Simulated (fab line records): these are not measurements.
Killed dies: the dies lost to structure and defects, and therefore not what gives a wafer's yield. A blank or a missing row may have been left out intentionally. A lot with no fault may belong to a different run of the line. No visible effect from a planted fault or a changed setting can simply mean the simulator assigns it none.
Which tool is to blame?    flow nand_harc    11 lots, 33 wafers sampled, at 5 steps of a route of 1302

## WHAT EACH GAUGE READ, for each wafer
NHARC_END_SORT_01. Usual: killed_at_array 56, standard deviation 20; killed_at_other 1, standard deviation 1.3; killed_at_periphery 3.5, standard deviation 2.7; killed_dies 60, standard deviation 20; killed_open 3.3, standard deviation 1.6; killed_short 2.4, standard deviation 1.5.
lot   measured      on         killed_at_array  killed_at_other  killed_at_periphery  killed_dies  killed_open  killed_short  flag
L939  day 25 04:04  prober-02  82 81 59         0 0 0            3 8 8                85 89 67     5 2 2        2 3 2         
L941  day 26 10:28  prober-01  78 59 63         0 2 2            5 2 1                83 63 66     1 2 3        3 4 1         
L944  day 27 01:59  prober-02  57 43 57         0 2 2            5 5 4                62 50 63     5 4 4        1 4 0         
L945  day 27 09:34  prober-01  68 59 48         1 6 1            0 2 3                69 67 52     3 2 4        4 3 1         
L951  day 30 15:02  prober-01  671 675 671      0 0 0            6 2 6                677 677 677  4 2 7        4 0 3         OFF
L953  day 31 01:58  prober-02  675 675 675      1 0 1            1 2 1                677 677 677  3 4 4        1 4 0         OFF

## EACH LOT AND THE TOOL THAT RAN IT (in order: tool; ch and the chambers of the sampled wafers; start)
lot   NHARC_A_CONTACT_ETCH_127              NHARC_A_CONTACT_ETCH_128              NHARC_A_CONTACT_ETCH_130              NHARC_A_CONTACT_ETCH_97
L937  har_cap_etch-01 ch 0,1, day 21 01:07  har_cap_etch-01 ch 0,1, day 21 01:18  har_cap_etch-01 ch 0,1, day 21 01:39  rie_diel-07 ch 0,1,3, no start
L939  har_cap_etch-03 ch 0,1, day 22 20:00  har_cap_etch-03 ch 0,1, day 22 20:11  har_cap_etch-03 ch 0,1, day 22 20:32  rie_diel-07 ch 0,1,3, day 25 04:04 or earlier
L941  har_cap_etch-03 ch 0,1, day 23 21:47  har_cap_etch-03 ch 0,1, day 23 21:58  har_cap_etch-03 ch 0,1, day 23 22:19  rie_diel-07 ch 0,1,3, day 26 10:28 or earlier
L943  har_cap_etch-02 ch 0, day 24 07:47    har_cap_etch-02 ch 0, day 24 07:58    har_cap_etch-02 ch 0, day 24 08:19    rie_diel-04 ch 0,2, no start
L944  har_cap_etch-01 ch 0,1, day 24 17:38  har_cap_etch-01 ch 0,1, day 24 17:48  har_cap_etch-01 ch 0,1, day 24 18:10  rie_diel-07 ch 0,1,3, day 27 01:59 or earlier
L945  har_cap_etch-03 ch 0,1, day 24 21:04  har_cap_etch-03 ch 0,1, day 24 21:14  har_cap_etch-03 ch 0,1, day 24 21:35  rie_diel-01 ch 0,2,3, day 27 09:34 or earlier
L946  har_cap_etch-02 ch 0,1, day 25 10:34  har_cap_etch-02 ch 0,1, day 25 10:45  har_cap_etch-02 ch 0,1, day 25 11:06  rie_diel-01 ch 0,1,2, no start
L951  har_cap_etch-01 ch 0,1, day 28 07:37  har_cap_etch-01 ch 0,1, day 28 07:47  har_cap_etch-01 ch 0,1, day 28 08:08  rie_diel-01 ch 2,3, day 28 09:37
L953  har_cap_etch-02 ch 0, day 28 14:56    har_cap_etch-02 ch 0, day 28 15:06    har_cap_etch-02 ch 0, day 28 15:28    rie_diel-07 ch 0,2,3, day 31 01:58 or earlier
L959  har_cap_etch-03 ch 0,1, day 30 21:43  har_cap_etch-03 ch 0,1, day 30 21:53  har_cap_etch-03 ch 0,1, day 30 22:14  rie_diel-01 ch 0,1,2, day 30 23:41
L960  har_cap_etch-01 ch 1, day 31 00:33    har_cap_etch-01 ch 1, day 31 00:43    har_cap_etch-01 ch 1, day 31 01:04    rie_diel-04 ch 1,3, no start
- NHARC_A_CONTACT_ETCH_127: etches the open film in C4F8/O2/Ar, time 197 s, target depth 1918 nm.
- NHARC_A_CONTACT_ETCH_128: etches the open film in C4F8/O2/Ar, time 197 s, target depth 1918 nm.
- NHARC_A_CONTACT_ETCH_130: etches the open film in C4F8/O2/Ar, time 197 s, target depth 1918 nm.
- NHARC_A_CONTACT_ETCH_97: etches the open film in C4F6/O2, target depth 20 nm, time 10 s.

## WHAT THE TOOLS THEMSELVES READ (means of the sampled wafers that have a number; where no wafer has one, the mark that the record gives instead)
NHARC_A_CONTACT_ETCH_127. Usual: chamber_pressure_mTorr 19.999 mTorr, standard deviation 0.017; oes_air_line_au 1.001 a.u., standard deviation 0.021.
lot   tool             chamber_pressure_mTorr (mTorr)  oes_air_line_au (a.u.)  flag
L937  har_cap_etch-01  20.001                          1.005                   
L939  har_cap_etch-03  19.999                          1.014                   
L941  har_cap_etch-03  20.008                          0.998                   
L943  har_cap_etch-02  20.003                          1.029                   
L944  har_cap_etch-01  20.011                          0.996                   
L945  har_cap_etch-03  20.002                          0.982                   
L946  har_cap_etch-02  19.997                          1.005                   
L951  har_cap_etch-01  -                               -                       OFF
L953  har_cap_etch-02  -                               -                       OFF
L959  har_cap_etch-03  19.989                          0.988                   
L960  har_cap_etch-01  20.006                          0.995                   

NHARC_A_CONTACT_ETCH_128. Usual: chamber_pressure_mTorr 20.001 mTorr, standard deviation 0.02; oes_air_line_au 0.999 a.u., standard deviation 0.02.
lot   tool             chamber_pressure_mTorr (mTorr)  oes_air_line_au (a.u.)  flag
L937  har_cap_etch-01  19.998                          0.995                   
L939  har_cap_etch-03  20.022                          1.002                   
L941  har_cap_etch-03  20.019                          1.010                   
L943  har_cap_etch-02  19.994                          1.017                   
L944  har_cap_etch-01  19.982                          1.003                   
L945  har_cap_etch-03  20.008                          0.994                   
L946  har_cap_etch-02  19.999                          0.995                   
L951  har_cap_etch-01  20.019                          1.009                   
L953  har_cap_etch-02  20.005                          0.995                   
L959  har_cap_etch-03  20.010                          1.006                   
L960  har_cap_etch-01  19.977                          0.985                   

NHARC_A_CONTACT_ETCH_130. Usual: chamber_pressure_mTorr 19.999 mTorr, standard deviation 0.018; oes_air_line_au 0.999 a.u., standard deviation 0.021.
lot   tool             chamber_pressure_mTorr (mTorr)  oes_air_line_au (a.u.)  flag
L937  har_cap_etch-01  19.981                          0.997                   
L939  har_cap_etch-03  19.993                          0.997                   
L941  har_cap_etch-03  19.981                          1.016                   
L943  har_cap_etch-02  20.008                          0.981                   
L944  har_cap_etch-01  19.978                          0.988                   
L945  har_cap_etch-03  20.010                          0.992                   
L946  har_cap_etch-02  19.981                          0.968                   
L951  har_cap_etch-01  20.002                          0.997                   
L953  har_cap_etch-02  20.022                          1.020                   
L959  har_cap_etch-03  20.007                          1.014                   
L960  har_cap_etch-01  19.997                          1.022                   

NHARC_A_CONTACT_ETCH_97. Usual: bias_w 500.0 W, standard deviation 1.5; c4f6_flow_sccm 25.00 sccm, standard deviation 0.077; drypump_motor_current_A 5.6 A, standard deviation 0.38; mfc_ar_sccm 499.8 sccm, standard deviation 1.5; o2_flow_sccm 20.01 sccm, standard deviation 0.062; oes_product_au 0.963 a.u., standard deviation 0.024; rf_vpp_V 546 V, standard deviation 3.1; showerhead_plenum_p_Torr 3.88 Torr, standard deviation 0.14; throttle_valve_pct 26.903 %, standard deviation 0.0094.
lot   tool         bias_w (W)  c4f6_flow_sccm (sccm)  drypump_motor_current_A (A)  mfc_ar_sccm (sccm)  o2_flow_sccm (sccm)  oes_product_au (a.u.)  rf_vpp_V (V)  showerhead_plenum_p_Torr (Torr)  throttle_valve_pct (%)  flag
L937  rie_diel-07  500.5       24.96                  5.5                          500.0               19.99                1.004                  545           3.83                             26.901                  
L939  rie_diel-07  499.3       24.97                  5.5                          500.2               19.97                0.952                  544           3.83                             26.895                  
L941  rie_diel-07  499.3       25.05                  5.5                          501.5               19.95                0.955                  545           3.82                             26.904                  
L943  rie_diel-04  500.0       25.08                  5.4                          500.2               20.04                0.926                  546           3.91                             26.911                  
L944  rie_diel-07  498.8       24.99                  5.6                          498.7               20.09                0.948                  545           3.82                             26.910                  
L945  rie_diel-01  500.7       24.97                  5.9                          500.0               19.97                0.947                  547           3.97                             26.904                  
L946  rie_diel-01  499.2       24.96                  5.5                          499.9               20.07                1.001                  548           3.95                             26.901                  
L951  rie_diel-01  497.9       25.07                  6.2                          499.0               19.98                0.958                  545           3.78                             26.899                  
L953  rie_diel-07  499.3       25.07                  5.5                          499.5               20.02                1.005                  545           3.85                             26.903                  
L959  rie_diel-01  499.6       25.02                  5.5                          497.7               19.97                0.954                  547           3.93                             26.897                  
L960  rie_diel-04  499.6       25.01                  6.1                          498.1               20.03                0.989                  551           4.08                             26.902                  

## THE ANSWER, worked out from the rows above alone
Rule: lot off if the mean of its wafers having a number is beyond 3 standard deviations from the usual mean. A lot without any number at a reading at which 4 lots or more have one is off too. All remaining lots with rows at the step are treated as sound. After the gauges, taken in route order, come the tools' own readings; for these a lot's mean is taken, as printed above. The first step at which some lot is off is used, and at that step the reading that is off furthest; a lot without a number counts as furthest.
Off, at NHARC_END_SORT_01 on killed_at_array: L951, L953. Neither off nor sound, because the step has no rows for them: L937, L943, L946, L959, L960.
If a tool, at a process step before that reading, ran all the lots that are off and no sound lot after the first of them, it fits. Not tried: the gauges at NHARC_END_SORT_01; whatever is off there is also off at NHARC_A_CONTACT_ETCH_127, on other tools, and gauge error can't account for it. NHARC_A_CONTACT_ETCH_97: start missing for some lots; hours and lot order therefore follow NHARC_END_SORT_01. Not one of the candidates tried fits.

## WHAT WAS PUT IN BY THE SIMULATOR
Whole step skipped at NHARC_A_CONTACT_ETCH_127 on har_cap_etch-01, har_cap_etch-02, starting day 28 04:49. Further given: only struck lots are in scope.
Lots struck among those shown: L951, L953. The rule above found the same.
